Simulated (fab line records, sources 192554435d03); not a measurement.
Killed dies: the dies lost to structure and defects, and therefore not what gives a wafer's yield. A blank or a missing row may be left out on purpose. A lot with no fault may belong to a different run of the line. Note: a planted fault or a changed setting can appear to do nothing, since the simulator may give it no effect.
fab line records    flow n5Finfet
[record] lots = 9  wafers = 26  lastDay = 18
route steps=1938 shown DUMMY_GATE@251 SD_EPI_N@271 SD_EPI_P@303 SD_ACTIVATION@332 BEOL_M4@1111 PASSIVATION@1936
lots untouched by any fault: they come from a run of this same line in which no faults occurred
startH: the number of hours between the record's first day and the start of the first shown wafer of the lot    waitH: hours elapsed since this lot's preceding step    " the same as in the row above    L1.1+2: one row covering several wafers at once    - value missing, or start not given    * or withheld: withheld    < > ~ a bound
route shown NAME@n: names a module that has steps shown in the file, with the first one's number in the route    usual: mean and standard deviation over wafers with no fault    same: alike in all rows    chamber/n: place in a boat    sites: the reading at each site    _std_site: standard deviation of those values    _edge_site: the outer-site mean with the inner-site mean subtracted    radiusMm: for every site, how far away it sits from the centre of the wafer    mask NAME#n: copy n    behind: tool/chamber where the wafer was last shaped    hold: why the lot was held/for how many hours/how that ended    device: transistor that didn't switch, given as n, p or np    end of line: at the end of the route, the tests of the same wafers    for a step that has no rows: nothing shown but its recipe    killed: not the wafer's yield, but the dies lost to structure and defects at the first sort    map: a wafer's dies, x killed, . not, _ none there
set.NAME: the setting as run; set.NAME@STEP: as run at that earlier step    model.NAME: the simulator's own value behind a step, which no gauge read
steps of the route over a sample of lots; a table a step, a row a wafer
services: from which hour (startH, from the record's first day; less than 0 if before it) a tool's chamber was out of use, for how many hours, and why
[[steps]]
[step N5_DUMMY_GATE_STRIP_48]
[recipe] chemistry = N2/H2  timeS = 20  powerW = 100  tempC = 40  pressureMtorr = 100  rfFrequencyHz = 6e+07  biasPowerW = 3  n2FlowSccm = 300  h2FlowSccm = 300
[usual] drypumpMotorCurrentA = 5.9/0.57  oesProductAu = 0.76/0.072  rfVppV = 45.3/0.78  showerheadPlenumPTorr = 3.39/0.099  throttleValvePct = 12.3/0.37
lot.wafer  tool        chamber  startH  waitH  drypumpMotorCurrentA  oesProductAu  rfHoursCounterH  rfVppV  showerheadPlenumPTorr  throttleValvePct
L669.2     rieDiel-02  3        48.72   0.0    6.6                   0.98          2                44.6    3.30                   11.6
L669.5     "           3        "       "      6.7                   0.98          -                45.6    3.30                   11.5
L669.6     "           0        "       "      5.8                   0.73          -                45.7    3.52                   12.7
L671.3     rieDiel-04  2        59.34   0.0    5.2                   0.77          119              45.9    3.39                   11.9
L671.5     "           0        "       "      5.9                   0.78          -                45.0    3.16                   12.1
L671.6     "           1        "       "      5.3                   0.86          -                46.1    3.29                   11.9
L676.1     rieDiel-03  1        89.27   0.0    6.3                   0.72          190              44.7    3.49                   12.0
L676.2     "           2        "       "      5.6                   0.74          176              45.6    3.34                   12.4
L676.5     "           0        "       "      5.1                   0.73          -                44.7    3.33                   12.5
L677.2     rieDiel-02  2        98.77   0.0    4.7                   0.69          236              44.9    3.46                   12.5
L677.5     "           0        "       "      5.7                   0.71          -                47.3    3.50                   12.8
L677.6     "           1        "       "      6.6                   0.71          -                44.3    3.51                   12.5
L680.4     rieDiel-03  3        116.90  0.0    5.8                   0.80          79               44.6    3.43                   12.0
L680.5     "           3        "       "      5.8                   0.81          -                44.7    3.43                   12.0
L684.1     rieDiel-03  2        138.50  0.0    5.6                   0.74          194              44.7    3.33                   12.4
L684.3     "           1        "       "      6.3                   0.71          209              46.0    3.48                   12.0
L684.4     "           1        "       "      6.3                   0.70          -                44.7    3.48                   12.0
L688.2     rieDiel-02  3        162.56  0.0    6.6                   0.87          42               45.5    3.28                   11.7
L688.3     "           0        "       "      5.7                   0.70          216              44.7    3.49                   12.8
L688.4     "           0        "       "      5.7                   0.69          -                45.6    3.49                   12.8
L690.4     rieDiel-02  0        173.87  0.0    5.8                   0.69          -                44.7    3.49                   12.8
L690.5     "           1        "       "      6.6                   0.69          -                43.9    3.50                   12.5
L690.6     "           3        "       "      6.6                   0.86          -                45.6    3.28                   11.7
L692.1     rieDiel-02  1        186.73  0.0    6.6                   0.70          203              46.5    3.50                   12.5
L692.4     "           3        "       "      6.6                   0.86          49               46.0    3.28                   11.6
L692.5     "           0        "       "      5.8                   0.69          -                44.6    3.49                   12.9
[step N5_SD_EPI_N_OVL_MEAS_10]
[recipe] pointsPerWafer = 44
[usual] SD_N_BLK_OVL = 0.2/0.74
lot.wafer  tool        chamber  startH  waitH  SD_N_BLK_OVL[nm]
L669.2     overlay-02  0        49.95   0.0    -0.2
L669.5     "           0        "       "      -1.0
L669.6     "           0        "       "      0.5
L671.3     overlay-02  0        60.56   0.0    0.8
L671.5     "           0        "       "      1.0
L671.6     "           0        "       "      0.1
L676.1     overlay-02  0        90.61   0.0    0.6
L676.2     "           0        "       "      -0.8
L676.5     "           0        "       "      0.5
L677.2     overlay-01  0        100.37  0.0    -0.3
L677.5     "           0        "       "      -0.1
L677.6     "           0        "       "      -0.1
L680.4     overlay-01  0        119.05  0.0    -1.1
L680.5     "           0        "       "      -0.2
L684.1     overlay-01  0        139.67  0.0    1.0
L684.3     "           0        "       "      0.5
L684.4     "           0        "       "      -0.2
L688.2     overlay-02  0        163.65  0.0    0.9
L688.3     "           0        "       "      0.6
L688.4     "           0        "       "      0.7
L690.4     overlay-01  0        175.00  0.0    0.4
L690.5     "           0        "       "      0.3
L690.6     "           0        "       "      0.3
L692.1     overlay-01  0        187.83  0.0    0.7
L692.4     "           0        "       "      0.6
L692.5     "           0        "       "      0.2
[step N5_SD_EPI_N_EPI_21]
[recipe] material = Si:P  dopant = P  tempC = 680  pressureTorr = 255  timeS = 690
[usual] epiGrowthTimeS = 690/0
lot.wafer  tool         chamber  startH  waitH  epiGrowthTimeS
L669.2     epiRpcvd-01  0        52.49   0.5    690
L669.5     "            0        53.61   1.5    690
L669.6     "            0        "       "      690
L671.3     epiRpcvd-04  0        63.24   0.9    690
L671.5     "            0        "       "      690
L671.6     "            0        "       "      690
L676.1     epiRpcvd-04  0        92.34   0.1    690
L676.2     "            0        "       "      690
L676.5     "            0        "       "      690
L677.2     epiRpcvd-04  0        102.47  0.4    690
L677.5     "            0        "       "      690
L677.6     "            0        "       "      690
L680.4     epiRpcvd-04  0        122.19  1.2    789.81
L680.5     "            0        "       "      789.81
L684.1     epiRpcvd-04  0        141.67  0.1    690
L684.3     "            0        "       "      690
L684.4     "            0        "       "      789.81
L688.2     epiRpcvd-01  0        165.66  0.4    690
L688.3     "            0        "       "      690
L688.4     "            0        "       "      690
L690.4     epiRpcvd-01  0        177.58  0.9    690
L690.5     "            0        "       "      690
L690.6     "            0        "       "      690
L692.1     epiRpcvd-02  0        189.56  0.1    690
L692.4     "            0        "       "      690
L692.5     "            0        "       "      690
[step N5_SD_EPI_N_EPI_MEAS_23]
[recipe] mode = xrd
[usual] thkNm = 59.0/1.1
lot.wafer  tool          chamber  startH  waitH  thkNm
L669.2     filmMetro-02  -        54.39   1.5    59.2
L669.5     "             -        "       "      58.6
L669.6     "             -        "       "      60.3
L671.3     filmMetro-01  -        64.78   1.2    59.2
L671.5     "             -        "       "      58.5
L671.6     "             -        "       "      59.4
L676.1     filmMetro-01  -        94.06   1.4    59.2
L676.2     "             -        "       "      60.3
L676.5     "             -        "       "      61.5
L677.2     filmMetro-01  -        103.90  1.2    57.5
L677.5     "             -        "       "      59.2
L677.6     "             -        "       "      56.8
L680.4     filmMetro-02  -        123.35  0.8    64.1
L680.5     "             -        "       "      65.5
L684.1     filmMetro-02  -        143.40  1.4    60.5
L684.3     "             -        "       "      60.1
L684.4     "             -        "       "      65.2
L688.2     filmMetro-02  -        167.10  1.2    61.0
L688.3     "             -        "       "      57.4
L688.4     "             -        "       "      59.3
L690.4     filmMetro-02  -        178.46  0.6    58.5
L690.5     "             -        "       "      58.9
L690.6     "             -        "       "      59.6
L692.1     filmMetro-02  -        191.29  1.5    58.2
L692.4     "             -        "       "      58.7
L692.5     "             -        "       "      57.1
[step N5_SD_EPI_P_CD_MEAS_09]
[recipe] targetCdNm = 240  landingEnergyEv = 500  detector = seInlens
[usual] cdNm = 239.8/0.91
lot.wafer  tool      chamber  startH  waitH  cdNm
L669.2     cdSem-02  0        55.38   -      240.7
L669.5     "         0        "       "      240.2
L669.6     "         0        "       "      238.5
L671.3     cdSem-03  0        66.60   -      238.9
L671.5     "         0        "       "      238.8
L671.6     "         0        "       "      237.8
L676.1     cdSem-02  0        95.01   -      240.0
L676.2     "         0        "       "      239.6
L676.5     "         0        "       "      240.4
L677.2     cdSem-03  0        105.00  -      239.2
L677.5     "         0        "       "      237.9
L677.6     "         0        "       "      239.4
L680.4     cdSem-03  0        124.48  -      240.3
L680.5     "         0        "       "      241.1
L684.1     cdSem-02  0        144.62  -      240.5
L684.3     "         0        "       "      240.0
L684.4     "         0        "       "      239.8
L688.2     cdSem-02  0        167.93  -      238.7
L688.3     "         0        "       "      240.0
L688.4     "         0        "       "      238.4
L690.4     cdSem-01  0        179.48  -      239.2
L690.5     "         0        "       "      238.5
L690.6     "         0        "       "      239.0
L692.1     cdSem-02  0        192.28  -      240.6
L692.4     "         0        "       "      240.2
L692.5     "         0        "       "      240.1
[step N5_SD_ACTIVATION_RS_MEAS_03]
[recipe] thkMeasGauge = four-point-probe
[usual] RS_SD_N = 21.9/0.3  RS_SD_P = 55.8/0.77
lot.wafer  tool          chamber  startH  waitH  RS_SD_N[ohm/sq]  RS_SD_P[ohm/sq]
L669.2     filmMetro-01  -        60.54   0.2    21.7             54.9
L669.5     "             -        "       "      21.5             55.8
L669.6     "             -        "       "      21.7             56.2
L671.3     filmMetro-01  -        70.91   0.2    21.8             57.0
L671.5     "             -        "       "      22.0             56.0
L671.6     "             -        "       "      21.7             55.5
L676.1     filmMetro-02  -        100.35  0.2    21.8             56.2
L676.2     "             -        "       "      21.4             55.7
L676.5     "             -        "       "      21.6             55.9
L677.2     filmMetro-01  -        111.31  0.2    22.2             55.1
L677.5     "             -        "       "      22.5             55.1
L677.6     "             -        "       "      22.8             55.8
L680.4     filmMetro-02  -        135.27  0.1    20.1             54.9
L680.5     "             -        "       "      20.0             54.1
L684.1     filmMetro-01  -        149.70  0.2    22.2             57.0
L684.3     "             -        "       "      21.9             56.4
L684.4     "             -        "       "      19.8             56.6
L688.2     filmMetro-01  -        172.19  0.2    21.5             54.8
L688.3     "             -        "       "      21.6             55.0
L688.4     "             -        "       "      21.5             53.8
L690.4     filmMetro-01  -        184.86  0.1    22.1             55.8
L690.5     "             -        "       "      22.2             55.8
L690.6     "             -        "       "      22.0             56.0
L692.1     filmMetro-02  -        197.41  0.2    22.2             55.4
L692.4     "             -        "       "      22.5             54.1
L692.5     "             -        "       "      22.1             54.6
[step N5_BEOL_M4_RC_MEAS_101]
[usual] DIBL_N = 36.5/2  DIBL_P = 36.5/2.3  IOFF_N = 0.16/0.036  IOFF_P = 0.21/0.037  ION_N = 672/12  ION_P = 459/7.1  RS_SD_N = 28.5/0.38  SS_N = 71.6/0.73  SS_P = 73.4/0.76  VT_N = 250/3.3  VT_P = -250.5/2.9
lot.wafer  tool       chamber  startH  waitH  DIBL_N[mV/V]  DIBL_P[mV/V]  IOFF_N[nA/um]  IOFF_P[nA/um]  ION_N[uA/um]  ION_P[uA/um]  RS_SD_N[ohm/sq]  SS_N[mV/dec]  SS_P[mV/dec]  VT_N[mV]  VT_P[mV]
L669.2     prober-02  0        182.99  0.2    31.8          34.0          0.12           0.17           671           462           28.5             71.2          72.4          252       -250.3
L669.5     "          0        "       "      33.0          34.7          0.13           0.17           659           450           28.2             70.6          72.4          254       -253.8
L669.6     "          0        "       "      34.4          37.4          0.16           0.20           675           461           28.2             70.9          73.5          250       -249.8
L671.3     prober-01  0        186.54  0.3    36.6          33.7          0.13           0.17           661           458           28.3             71.9          72.1          251       -253.6
L671.5     "          0        "       "      36.1          33.6          0.13           0.18           668           455           28.8             70.7          72.0          251       -250.0
L671.6     "          0        "       "      38.4          36.9          0.17           0.22           687           471           27.9             72.0          73.1          245       -247.1
L676.1     prober-01  0        223.32  0.0    36.5          35.9          0.14           0.19           661           453           28.3             72.5          72.6          251       -252.4
L676.2     "          0        "       "      38.1          39.1          0.18           0.24           683           469           27.9             72.6          73.7          249       -247.1
L676.5     "          0        "       "      37.2          37.3          0.16           0.21           671           459           27.9             72.4          73.2          249       -249.2
L677.2     prober-01  0        227.04  0.2    36.7          35.7          0.15           0.18           670           459           28.9             70.9          73.6          249       -253.0
L677.5     "          0        "       "      34.2          33.3          0.12           0.16           660           451           29.0             70.6          72.8          252       -255.4
L677.6     "          0        "       "      36.2          34.4          0.14           0.17           665           450           29.5             70.7          73.2          250       -252.7
L680.4     prober-02  0        260.59  0.5    37.1          38.2          0.18           0.26           686           472           26.1             71.7          74.3          245       -246.0
L680.5     "          0        "       "      34.2          34.3          0.12           0.18           665           460           25.9             70.6          72.4          254       -249.6
L684.1     prober-01  0        263.28  0.0    35.6          38.7          0.16           0.20           675           459           28.7             71.5          74.3          250       -251.6
L684.3     "          0        "       "      36.9          39.1          0.17           0.21           672           456           28.6             71.8          74.2          250       -252.3
L684.4     "          0        "       "      33.8          34.8          0.12           0.15           661           451           25.9             71.2          72.7          254       -258.8
L688.2     prober-02  0        296.75  0.2    36.0          36.4          0.16           0.20           654           452           28.2             72.2          73.7          251       -253.1
L688.3     "          0        "       "      32.4          33.5          0.12           0.16           668           463           28.0             70.2          72.5          250       -252.6
L688.4     "          0        "       "      38.2          40.1          0.22           0.26           693           474           28.3             72.2          73.2          244       -248.4
L690.4     prober-01  0        297.56  0.5    39.5          41.0          0.23           0.29           697           475           28.6             71.6          74.7          243       -246.4
L690.5     "          0        "       "      36.8          37.8          0.18           0.24           688           464           29.1             71.4          73.5          246       -246.8
L690.6     "          0        "       "      34.2          34.2          0.12           0.17           664           459           28.5             71.0          72.8          254       -250.7
L692.1     prober-01  0        332.06  0.0    38.1          40.2          0.19           0.21           671           457           28.6             71.6          75.2          249       -250.8
L692.4     "          0        "       "      39.1          40.6          0.22           0.23           682           457           29.0             72.8          74.2          246       -251.5
L692.5     "          0        "       "      38.8          41.3          0.21           0.23           675           456           28.7             72.4          74.7          248       -248.9
[step N5_PASSIVATION_PROBE_49]
[usual] defectLimitedYield = 91.4/1.4  killed_at_M0_to_M3 = 33/11  killed_at_M4_up = 13/5.3  killedAtContacts = 13/6.1  killedAtFrontEnd = 40/11  killedAtOther = 2.9/2.7  killedDies = 102/17  killedOpen = 68/13  killedShort = 32/7.5  sort_bin_4_leakage = 0.00/0.022  sort_bin_5_function = 5.1/0.98  sort_bin_6_memory = 3.2/0.69  sortNPass = 1077/21  sortYieldPct = 91.3/1.7
[same] grossDies = 1180  killedAtBackSide = 0  sort_bin_8_speed[%] = 0
lot.wafer  tool       chamber  startH  waitH  defectLimitedYield[%]  killed_at_M0_to_M3  killed_at_M4_up  killedAtContacts  killedAtFrontEnd  killedAtOther  killedDies  killedOpen  killedShort  sort_bin_4_leakage[%]  sort_bin_5_function[%]  sort_bin_6_memory[%]  sortNPass  sortYieldPct[%]
L669.2     prober-01  -        296.84  0.1    91.1                   28                  12               13                47                5              105         65          37           0                      5.2                     3.4                   1075       91.1
L669.5     prober-01  -        296.99  0.2    91.3                   40                  11               18                31                3              103         56          40           0                      4.7                     2.9                   1077       91.3
L669.6     prober-01  -        297.04  0.3    90.9                   37                  14               11                44                1              107         68          39           0                      4.9                     4.0                   1073       90.9
L671.3     prober-01  -        305.62  0.1    90.7                   24                  9                22                53                2              110         67          41           0                      5.2                     3.6                   1070       90.7
L671.5     prober-01  -        305.72  0.2    91.2                   32                  10               28                31                3              104         68          36           0                      6.0                     2.6                   1076       91.2
L671.6     prober-01  -        305.77  0.3    89.9                   28                  22               33                33                3              119         75          41           0                      6.0                     3.3                   1061       89.9
L676.1     prober-02  -        340.53  0.0    91.6                   29                  22               9                 39                0              99          69          29           0                      5.3                     2.8                   1081       91.6
L677.2     prober-02  -        350.64  0.1    91.9                   36                  19               9                 31                1              96          69          26           0                      4.2                     3.6                   1084       91.9
L677.5     prober-02  -        350.79  0.2    92.6                   23                  11               7                 42                4              87          60          27           0                      4.2                     3.0                   1093       92.6
L677.6     prober-02  -        350.84  0.3    88.1                   44                  14               11                71                1              141         92          49           0                      6.4                     4.8                   1039       88.1
L680.4     prober-02  -        390.43  0.2    92.5                   28                  7                13                36                4              88          57          31           0                      3.9                     3.2                   1092       92.5
L680.5     prober-02  -        390.48  0.2    90.9                   39                  12               10                41                5              107         75          30           0                      5.3                     3.5                   1073       90.9
L684.1     prober-02  -        391.82  0.0    91.0                   32                  15               10                45                4              106         65          38           0                      6.0                     2.7                   1074       91.0
L684.3     prober-02  -        391.92  0.1    90.3                   31                  20               15                46                2              114         75          39           0                      5.6                     3.8                   1066       90.3
L684.4     prober-02  -        391.97  0.2    90.9                   31                  17               12                42                5              107         78          27           0                      5.0                     3.6                   1073       90.9
L688.2     prober-01  -        414.94  0.1    94.4                   17                  8                7                 33                1              66          40          26           0                      2.9                     2.5                   1114       94.4
L688.3     prober-01  -        414.99  0.1    90.8                   32                  13               16                42                6              109         72          37           0                      6.7                     2.3                   1071       90.8
L688.4     prober-01  -        415.04  0.2    92.6                   29                  11               5                 38                4              87          55          30           0                      5.3                     1.8                   1093       92.6
// killed by level:class
L669.2 FIN_SAQP:geometricParticle:short=21 MOL_CONTACT_COAG:geometricParticle:open=11 FIN_SAQP:geometricParticle:open=9 BEOL_M0_SAQP:geometricParticle:open=7 BEOL_M0:geometricParticle:open=7 BEOL_M3:geometricParticle:open=5 BEOL_M4:geometricParticle:open=5 STARTING-WAFER:geometricParticle:open=5
L669.5 MOL_CONTACT_COAG:geometricParticle:open=16 FIN_SAQP:geometricParticle:short=13 BEOL_M0_SAQP:geometricParticle:open=10 BEOL_M0_SAQP:geometricParticle:short=9 BEOL_M3:geometricParticle:open=8 STARTING-WAFER:geometricParticle:short=6 HKMG_FIN:areaEtch=6 BEOL_M2:geometricParticle:open=5
L669.6 FIN_SAQP:geometricParticle:short=19 FIN_SAQP:geometricParticle:open=10 MOL_CONTACT_COAG:geometricParticle:open=10 BEOL_M0_SAQP:geometricParticle:short=9 BEOL_M3:geometricParticle:open=8 BEOL_M4:geometricParticle:open=7 BEOL_M0_SAQP:geometricParticle:open=7 STI_FIN_REVEAL:geometricParticle:open=5
L671.3 FIN_SAQP:geometricParticle:open=19 FIN_SAQP:geometricParticle:short=13 MOL_CONTACT_COAG:geometricParticle:open=13 MOL_CONTACT_COAG:geometricParticle:short=9 BEOL_M3:geometricParticle:open=6 BEOL_M4:geometricParticle:open=6 STARTING-WAFER:geometricParticle:open=6 BEOL_M0_SAQP:geometricParticle:short=4
L671.5 MOL_CONTACT_COAG:geometricParticle:open=22 FIN_SAQP:geometricParticle:open=10 STI_FIN_REVEAL:geometricParticle:open=9 BEOL_M0_SAQP:geometricParticle:short=7 MOL_CONTACT_COAG:geometricParticle:short=6 BEOL_M4:geometricParticle:open=6 BEOL_M0_SAQP:geometricParticle:open=5 BEOL_M0:geometricParticle:short=5
L671.6 MOL_CONTACT_COAG:geometricParticle:open=24 MOL_CONTACT_COAG:geometricParticle:short=9 BEOL_M1:geometricParticle:open=9 BEOL_M4:geometricParticle:open=9 FIN_SAQP:geometricParticle:open=8 STI_FIN_REVEAL:geometricParticle:open=5 GATE_CUT:geometricParticle:short=5 BEOL_M1:geometricParticle:short=4
L676.1 BEOL_M2:geometricParticle:open=10 BEOL_M4:geometricParticle:open=10 FIN_SAQP:geometricParticle:short=9 STI_FIN_REVEAL:geometricParticle:open=9 MOL_CONTACT_COAG:geometricParticle:open=9 BEOL_M0_SAQP:geometricParticle:open=8 FIN_SAQP:geometricParticle:open=5 STI_FIN_REVEAL:geometricParticle:short=4
L677.2 BEOL_M4:geometricParticle:open=11 BEOL_M0_SAQP:geometricParticle:open=10 STI_FIN_REVEAL:geometricParticle:open=9 MOL_CONTACT_COAG:geometricParticle:open=8 BEOL_M0_SAQP:geometricParticle:short=7 BEOL_M3:geometricParticle:open=7 FIN_SAQP:geometricParticle:open=4 GATE_CUT:geometricParticle:short=4
L677.5 STI_FIN_REVEAL:geometricParticle:open=14 BEOL_M3:geometricParticle:open=9 FIN_SAQP:geometricParticle:short=8 MOL_CONTACT_COAG:geometricParticle:open=6 BEOL_M1:geometricParticle:open=5 BEOL_M4:geometricParticle:open=5 FIN_SAQP:geometricParticle:open=4 BEOL_M0_SAQP:geometricParticle:short=4
L677.6 STI_FIN_REVEAL:geometricParticle:open=18 FIN_SAQP:geometricParticle:open=15 FIN_SAQP:geometricParticle:short=15 BEOL_M2:geometricParticle:open=10 BEOL_M0_SAQP:geometricParticle:open=9 MOL_CONTACT_COAG:geometricParticle:open=8 BEOL_M0_SAQP:geometricParticle:short=8 BEOL_M3:geometricParticle:open=8
L680.4 BEOL_M2:geometricParticle:open=12 FIN_SAQP:geometricParticle:open=11 MOL_CONTACT_COAG:geometricParticle:open=10 GATE_CUT:geometricParticle:short=8 BEOL_M0_SAQP:geometricParticle:open=4 BEOL_M0_SAQP:geometricParticle:short=4 STARTING-WAFER:geometricParticle:short=4 STARTING-WAFER:geometricParticle:open=4
L680.5 FIN_SAQP:geometricParticle:open=12 MOL_CONTACT_COAG:geometricParticle:open=9 BEOL_M4:geometricParticle:open=9 FIN_SAQP:geometricParticle:short=8 BEOL_M2:geometricParticle:open=8 BEOL_M0_SAQP:geometricParticle:open=7 BEOL_M0_SAQP:geometricParticle:short=7 BEOL_M1:geometricParticle:open=7
L684.1 BEOL_M3:geometricParticle:open=11 FIN_SAQP:geometricParticle:open=10 STI_FIN_REVEAL:geometricParticle:open=9 MOL_CONTACT_COAG:geometricParticle:open=8 FIN_SAQP:geometricParticle:short=7 BEOL_M0_SAQP:geometricParticle:open=7 BEOL_M0_SAQP:geometricParticle:short=7 STI_FIN_REVEAL:geometricParticle:short=5
L684.3 FIN_SAQP:geometricParticle:open=11 MOL_CONTACT_COAG:geometricParticle:open=11 STI_FIN_REVEAL:geometricParticle:open=9 BEOL_M0_SAQP:geometricParticle:open=8 BEOL_M2:geometricParticle:open=6 FIN_SAQP:geometricParticle:short=5 BEOL_M0_SAQP:geometricParticle:short=5 BEOL_M3:geometricParticle:open=5
L684.4 STI_FIN_REVEAL:geometricParticle:open=18 MOL_CONTACT_COAG:geometricParticle:open=10 BEOL_M0_SAQP:geometricParticle:open=10 FIN_SAQP:geometricParticle:open=9 BEOL_M0_SAQP:geometricParticle:short=8 BEOL_M4:geometricParticle:open=6 BEOL_M3:geometricParticle:open=5 STARTING-WAFER:geometricParticle:short=5
L688.2 FIN_SAQP:geometricParticle:open=11 MOL_CONTACT_COAG:geometricParticle:open=7 BEOL_M0_SAQP:geometricParticle:short=7 FIN_SAQP:geometricParticle:short=6 STARTING-WAFER:geometricParticle:open=5 BEOL_M0:geometricParticle:open=4 STARTING-WAFER:geometricParticle:short=4 DUMMY_GATE:geometricParticle:open=2
L688.3 FIN_SAQP:geometricParticle:open=13 BEOL_M2:geometricParticle:open=12 MOL_CONTACT_COAG:geometricParticle:open=11 FIN_SAQP:geometricParticle:short=9 STI_FIN_REVEAL:geometricParticle:open=9 BEOL_M0_SAQP:geometricParticle:open=6 MOL_CONTACT_COAG:geometricParticle:short=5 BEOL_M1:geometricParticle:open=5
L688.4 FIN_SAQP:geometricParticle:open=14 FIN_SAQP:geometricParticle:short=8 BEOL_M1:geometricParticle:open=7 BEOL_M3:geometricParticle:open=6 STI_FIN_REVEAL:geometricParticle:open=5 MOL_CONTACT_COAG:geometricParticle:open=4 BEOL_M0_SAQP:geometricParticle:open=4 BEOL_M4:geometricParticle:open=4
[[services]]
tool         chamber  startH  hours  kind
rieDiel-04   0        37.92   4.8    repair
epiRpcvd-01  -        38.59   0.8    repair
rieDiel-02   1        53.32   16.7   repair
rieDiel-03   3        64.95   12.8   repair
rieDiel-03   1        65.00   11.8   repair
rieDiel-04   -        79.77   28.1   pm
epiRpcvd-01  -        117.72  2.0    repair
rieDiel-03   3        133.54  12.3   repair
epiRpcvd-02  -        138.02  8.1    pm
rieDiel-02   2        139.95  -      clean
rieDiel-02   2        139.95  -      consumableReplace:focusRing
rieDiel-02   2        139.95  34.7   scheduledDown
rieDiel-02   2        139.95  34.7   ventCycle
rieDiel-03   2        143.43  10.1   repair
[[key]]
[firstSign] step = N5_SD_EPI_N_EPI_21  reading = epiGrowthTimeS  direction = up  sigmas = 99+  usual = *  struck = *
[effect] step = N5_SD_EPI_N_EPI_MEAS_23  reading = thkNm  direction = up  sigmas = 5.2  usual = *  struck = *
[effect] step = N5_SD_ACTIVATION_RS_MEAS_03  reading = RS_SD_N  direction = down  sigmas = 6.3  usual = 21.9  struck = 20.0
[effect] step = N5_BEOL_M4_RC_MEAS_101  reading = RS_SD_N  direction = down  sigmas = 6.7  usual = 28.5  struck = 26.0
metAt N5_SD_EPI_N_EPI_21
struckLots L680,L684
struckWafers L680.4,L680.5,L684.4
notActingAt N5_DUMMY_GATE_STRIP_48,N5_SD_EPI_N_OVL_MEAS_10,N5_SD_EPI_P_CD_MEAS_09
onsetBetween 102.47 122.19
[fault] kind = processParameterDrift  tool = epiRpcvd-04  chamber = -  onsetH = 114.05  steps = N5_SD_EPI_N_EPI_21  channel = epiGrowthTimeS  offset = *  shape = step  endH = 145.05  scope = struckWafersOnly  stated = *
